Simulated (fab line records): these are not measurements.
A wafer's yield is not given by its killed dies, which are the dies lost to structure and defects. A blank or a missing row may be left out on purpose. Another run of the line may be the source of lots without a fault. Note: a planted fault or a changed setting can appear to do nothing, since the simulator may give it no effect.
Struck lot and sound lot, side by side | flow nand_harc | 14 steps out of a route of 1302
Sound: these wafers, L103.1, L103.3, L103.4. Struck: wafer L110.2. (L110.3, L110.6 of the same lot were not struck and are left out.) The cause comes at the end.
Order at every step that has rows: each side's tool, ch and its chambers, its first start. Under that, the readings that differ: sound wafers | struck wafers | difference of the means | sigmas: that difference in standard deviations of wafers without a fault.
alike: words and numbers the same on both sides, and readings whose means are apart by under 2 such deviations; not compared: readings that were withheld, readings missing a value for some wafer, numbers with overlapping values and no deviation given by the record, and bounds like >300 which may hide the same value.
A row with sigmas, a row that says differs or no value, or rows on one side alone: a step with any of these is where the two part. Numbers that don't overlap but have no deviation are shown without sigmas and don't part them. A reading missing from all wafers of one side parts the sides only when that side holds two or more wafers.

NHARC_A_BLC_INSPECT_12:
  sound: defect_inspect-02 at day 22 21:18; struck: defect_inspect-02 at day 26 13:23
  alike: raw_defect_count
then, 1 step without rows for these wafers: NHARC_A_BLC_DESCUM_15 (chemistry O2, time 3 s).
NHARC_A_BLC_ETCH_16: etches the open film in CF4, target depth 39 nm, time 65 s.
  sound on rie_diel-06 ch 0,2,3, day 22 21:26; struck on rie_diel-09 ch 0, day 26 13:32
  reading                | sound | struck | difference | sigmas
  rf_hours_counter_h (h) | 3 3 3 | 38     | +35        |
  alike: drypump_motor_current_A, oes_product_au, rf_vpp_V, showerhead_plenum_p_Torr, throttle_valve_pct
then, 1 step without rows for these wafers: NHARC_A_BLC_ETCH_17 (etches the open film in N2/H2, target depth 390 nm, time 609.38 s).
NHARC_A_BLC_ETCH_18: etches the open film in C4F8/O2/Ar, target depth 910 nm.
  sound on rie_diel-06 ch 0,2,3; struck on rie_diel-09 ch 3
  reading                | sound | struck | difference | sigmas
  rf_hours_counter_h (h) | 3 3 3 | 34     | +31        |
  alike: oes_product_au, rf_vpp_V
NHARC_A_BLC_CD_MEAS_19:
  sound: cd_sem-03 at day 22 22:20; struck: cd_sem-02 at day 26 14:25
  alike: cd_nm
NHARC_A_BLC_STRIP_29: strips in CF4.
  sound on rie_diel-11 ch 0,2,3, day 22 22:24; struck on rie_diel-09 ch 1, day 26 14:30
  reading                | sound          | struck | difference | sigmas
  rf_hours_counter_h (h) | 4 3 3          | 42     | +39        |
  rf_vpp_V (V)           | 57.6 58.5 59.7 | 60.6   | +2.0       | +2
  alike: drypump_motor_current_A, oes_product_au, showerhead_plenum_p_Torr, throttle_valve_pct
then, 2 steps without rows for these wafers: NHARC_A_BLC_STRIP_21 (strips in O2); NHARC_A_BLC_STRIP_22 (strips in post etch residue remover, time 600 s).
NHARC_A_BLC_DEGAS_30: time 60 s.
  sound: pvd_sputter-01 at day 22 22:56; struck: pvd_sputter-02 at day 26 15:01
  alike: heater_power_w
then, 2 steps without rows for these wafers: NHARC_A_BLC_PRE_CLEAN_31 (time 15 s); NHARC_A_BLC_PVD_32 (deposits Ti, target thk 5 nm, time 17.7 s).
NHARC_A_BLC_ALD_23: deposits TiN, target thk 3 nm, pulse time 1 s, ald cycles 150.
  sound on ald_metal-04 ch 0,2,3, day 22 23:10; struck on ald_metal-04 ch 1, day 26 15:17
  reading                    | sound             | struck | difference | sigmas
  ald_cycles                 | 150 150 150       | 64     | -86        |
  precursor_pulse_height_rel | 0.986 1.003 0.987 | 1.038  | +0.046     | +2
  since_wet_clean_h (h)      | 43 43 43          | 131    | +88        |
  alike: heater_power_w
NHARC_A_BLC_CVD_24: deposits W, target thk 150 nm, time 434 s.
  sound on cvd_w-02 ch 0,1; struck on cvd_w-01 ch 0
  reading            | sound       | struck | difference | sigmas
  heater_power_w (W) | 419 452 431 | 509    | +75        | +2
  alike: mfc_h2_sccm, throttle_valve_pct
  not compared: since_wet_clean_h

WHERE THEY PART
Last at NHARC_A_BLC_CVD_24 as far as this record goes, first at NHARC_A_BLC_STRIP_29.

WHY: what the simulator had put in
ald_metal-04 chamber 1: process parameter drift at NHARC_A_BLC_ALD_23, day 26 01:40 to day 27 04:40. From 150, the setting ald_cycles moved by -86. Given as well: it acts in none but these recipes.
